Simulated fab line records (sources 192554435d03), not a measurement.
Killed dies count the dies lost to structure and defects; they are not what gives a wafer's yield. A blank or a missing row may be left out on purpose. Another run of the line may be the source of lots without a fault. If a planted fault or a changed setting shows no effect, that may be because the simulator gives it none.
Lot-split experiment :: flow n5 finfet :: 21 wafers read from 7 lots, route of 1938 steps

== ON THE SPLIT ==
At N5_BEOL_M3_COAT_67 (time 60 s, resist thk 60 nm), the setting spin rpm was moved away from the recipe's 1500 rpm on 8 of the 21 wafers read, by -10.6% to +6.1%. All remaining wafers had this setting at the recipe value.

== FROM THE SPLIT TO THE READING: what the file shows between them, 9 steps ==
- N5_BEOL_M3_EXPOSE_25: exposes mask V2, defocus 5 nm (also split here: dose mj)
- N5_BEOL_M3_PEB_26: peb time 60 s
- N5_BEOL_M3_DEVELOP_27: develop time 30 s
- N5_BEOL_M3_CD_MEAS_28: target cd 25.7 nm, target cd y 23.3 nm
- N5_BEOL_M3_ALD_98: deposits SiO2, target thk 2.5 nm, pulse time 1 s, co reactant pulse time 1 s
- N5_BEOL_M3_ETCHBACK_99: etches SiO2 in CHF3, target depth 5 nm, time 10.4 s
- N5_BEOL_M3_ETCH_70: etches SOC in N2/H2, target depth 80 nm, overetch 16 nm, time 120 s
- N5_BEOL_M3_STRIP_71: strips in N2/H2
- N5_BEOL_M3_STRIP_78: strips in N2/H2

== THE READING ==
SOC_of_BEOL_M3_COAT_67.thk nm (the simulator's own value, which no gauge read), in nm, at N5_BEOL_M3_VIA_ETCH_34 (etches the open film in C4F6/O2, target depth 69.4 nm, time 65.9 s). No usual value for it is given in the file. Average 51.7 nm, standard deviation 0.24 nm, over the 13 wafers here run with the recipe.

wafer: L075.1
tool, chamber at the split: litho track-05, 0
spin rpm as run, rpm: 1500
against the recipe: recipe
SOC_of_BEOL_M3_COAT_67.thk nm, nm: 52
against lot-mates on the recipe: -

wafer: L075.3
tool, chamber at the split: litho track-05, 0
spin rpm as run, rpm: 1500
against the recipe: recipe
SOC_of_BEOL_M3_COAT_67.thk nm, nm: 52
against lot-mates on the recipe: -

wafer: L075.5
tool, chamber at the split: litho track-05, 0
spin rpm as run, rpm: 1592
against the recipe: +6.1%
SOC_of_BEOL_M3_COAT_67.thk nm, nm: 50.2
against lot-mates on the recipe: -1.8

wafer: L078.3
tool, chamber at the split: litho track-01, 0
spin rpm as run, rpm: 1500
against the recipe: recipe
SOC_of_BEOL_M3_COAT_67.thk nm, nm: 51.8
against lot-mates on the recipe: -

wafer: L078.4
tool, chamber at the split: litho track-01, 0
spin rpm as run, rpm: 1500
against the recipe: recipe
SOC_of_BEOL_M3_COAT_67.thk nm, nm: 52
against lot-mates on the recipe: -

wafer: L078.6
tool, chamber at the split: litho track-01, 0
spin rpm as run, rpm: 1577
against the recipe: +5.1%
SOC_of_BEOL_M3_COAT_67.thk nm, nm: 50.4
against lot-mates on the recipe: -1.5

wafer: L082.1
tool, chamber at the split: litho track-01, 0
spin rpm as run, rpm: 1500
against the recipe: recipe
SOC_of_BEOL_M3_COAT_67.thk nm, nm: 51.6
against lot-mates on the recipe: -

wafer: L082.3
tool, chamber at the split: litho track-01, 0
spin rpm as run, rpm: 1500
against the recipe: recipe
SOC_of_BEOL_M3_COAT_67.thk nm, nm: 52
against lot-mates on the recipe: -

wafer: L082.5
tool, chamber at the split: litho track-01, 0
spin rpm as run, rpm: 1363
against the recipe: -9.1%
SOC_of_BEOL_M3_COAT_67.thk nm, nm: 54.6
against lot-mates on the recipe: +2.8

wafer: L083.4
tool, chamber at the split: litho track-01, 0
spin rpm as run, rpm: 1500
against the recipe: recipe
SOC_of_BEOL_M3_COAT_67.thk nm, nm: 51.4
against lot-mates on the recipe: -

wafer: L083.6
tool, chamber at the split: litho track-01, 0
spin rpm as run, rpm: 1500
against the recipe: recipe
SOC_of_BEOL_M3_COAT_67.thk nm, nm: 51.4
against lot-mates on the recipe: -

wafer: L083.5
tool, chamber at the split: litho track-01, 0
spin rpm as run, rpm: 1500
against the recipe: recipe
SOC_of_BEOL_M3_COAT_67.thk nm, nm: 51.6
against lot-mates on the recipe: -

wafer: L084.1
tool, chamber at the split: litho track-02, 0
spin rpm as run, rpm: 1341
against the recipe: -10.6%
SOC_of_BEOL_M3_COAT_67.thk nm, nm: 55
against lot-mates on the recipe: +3.6

wafer: L084.4
tool, chamber at the split: litho track-02, 0
spin rpm as run, rpm: 1341
against the recipe: -10.6%
SOC_of_BEOL_M3_COAT_67.thk nm, nm: 55
against lot-mates on the recipe: +3.6

wafer: L084.5
tool, chamber at the split: litho track-02, 0
spin rpm as run, rpm: 1500
against the recipe: recipe
SOC_of_BEOL_M3_COAT_67.thk nm, nm: 51.4
against lot-mates on the recipe: -

wafer: L087.1
tool, chamber at the split: litho track-05, 0
spin rpm as run, rpm: 1576
against the recipe: +5.1%
SOC_of_BEOL_M3_COAT_67.thk nm, nm: 50.4
against lot-mates on the recipe: -1.5

wafer: L087.2
tool, chamber at the split: litho track-05, 0
spin rpm as run, rpm: 1500
against the recipe: recipe
SOC_of_BEOL_M3_COAT_67.thk nm, nm: 52
against lot-mates on the recipe: -

wafer: L087.4
tool, chamber at the split: litho track-05, 0
spin rpm as run, rpm: 1500
against the recipe: recipe
SOC_of_BEOL_M3_COAT_67.thk nm, nm: 51.8
against lot-mates on the recipe: -

wafer: L093.1
tool, chamber at the split: litho track-01, 0
spin rpm as run, rpm: 1437
against the recipe: -4.2%
SOC_of_BEOL_M3_COAT_67.thk nm, nm: 52.8
against lot-mates on the recipe: +1.2

wafer: L093.4
tool, chamber at the split: litho track-01, 0
spin rpm as run, rpm: 1437
against the recipe: -4.2%
SOC_of_BEOL_M3_COAT_67.thk nm, nm: 53
against lot-mates on the recipe: +1.4

wafer: L093.5
tool, chamber at the split: litho track-01, 0
spin rpm as run, rpm: 1500
against the recipe: recipe
SOC_of_BEOL_M3_COAT_67.thk nm, nm: 51.6
against lot-mates on the recipe: -

THE FIT
A straight line over all 21 wafers: SOC_of_BEOL_M3_COAT_67.thk nm changes by -0.294 nm for each +1% of spin rpm; r = -0.99; the points scatter about the line by 0.22 nm.
The same after taking each lot's own level away (the mean of its wafers on the recipe; 21 wafers): -0.32 nm for each +1%; r = -1.00; scatter 0.13 nm.
According to that fit, moving spin rpm by its largest amount changes the reading by 3.4 nm.
From 51.40 to 52.00 nm: that is the span of the lots' own levels, equal to 2.5 times the standard deviation above.
The two slopes agree, so the slope changes little with the lot-to-lot level.
Check: for one of the wafers moved furthest among these (-10.6%), held out of the fit, the line's prediction against its lot-mates is +3.35 nm. Against them it came out at +3.6 nm.

== OTHER SPLITS ON THESE WAFERS ==
Note: prior to the reading, these wafers also went through further splits. Each is held against what the fit with the lots' levels taken away leaves over:
other split on the same wafers: N5_BEOL_M2_EXPOSE_08 dose mj
wafers away from the commonest value: 5
r with SOC_of_BEOL_M3_COAT_67.thk nm (lot level and that fit taken away): -0.08

other split on the same wafers: N5_BEOL_M2_DESCUM_33 time s
wafers away from the commonest value: 9
r with SOC_of_BEOL_M3_COAT_67.thk nm (lot level and that fit taken away): -0.22

other split on the same wafers: N5_BEOL_M2_ETCHBACK_99 time s
wafers away from the commonest value: 5
r with SOC_of_BEOL_M3_COAT_67.thk nm (lot level and that fit taken away): +0.17

other split on the same wafers: N5_BEOL_M3_EXPOSE_25 dose mj
wafers away from the commonest value: 7
r with SOC_of_BEOL_M3_COAT_67.thk nm (lot level and that fit taken away): -0.06

== THE WHOLE CHAIN: every reading that the file lists as answering this split, in the file's order ==
step: N5_BEOL_M3_COAT_67
what it does: time 60 s, resist thk 60 nm
reading: SOC_of_BEOL_M3_COAT_67.thk nm (the simulator's own value, which no gauge read)
change (the file's fit): -0.311 nm for each +1% of the setting
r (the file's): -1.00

step: N5_BEOL_M3_ETCH_70
what it does: etches SOC in N2/H2, target depth 80 nm, overetch 16 nm, time 120 s
reading: etch.depth nm (the simulator's own value, which no gauge read)
change (the file's fit): -0.312 nm for each +1% of the setting
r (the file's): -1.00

step: N5_BEOL_M3_VIA_ETCH_34
what it does: etches the open film in C4F6/O2, target depth 69.4 nm, time 65.9 s
reading: SOC_of_BEOL_M3_COAT_67.thk nm (the simulator's own value, which no gauge read)
change (the file's fit): -0.315 nm for each +1% of the setting
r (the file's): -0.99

== THE FILE'S OWN FIT ==
SOC_of_BEOL_M3_COAT_67.thk nm changes by -0.315 nm for each +1% of spin rpm, r = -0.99.
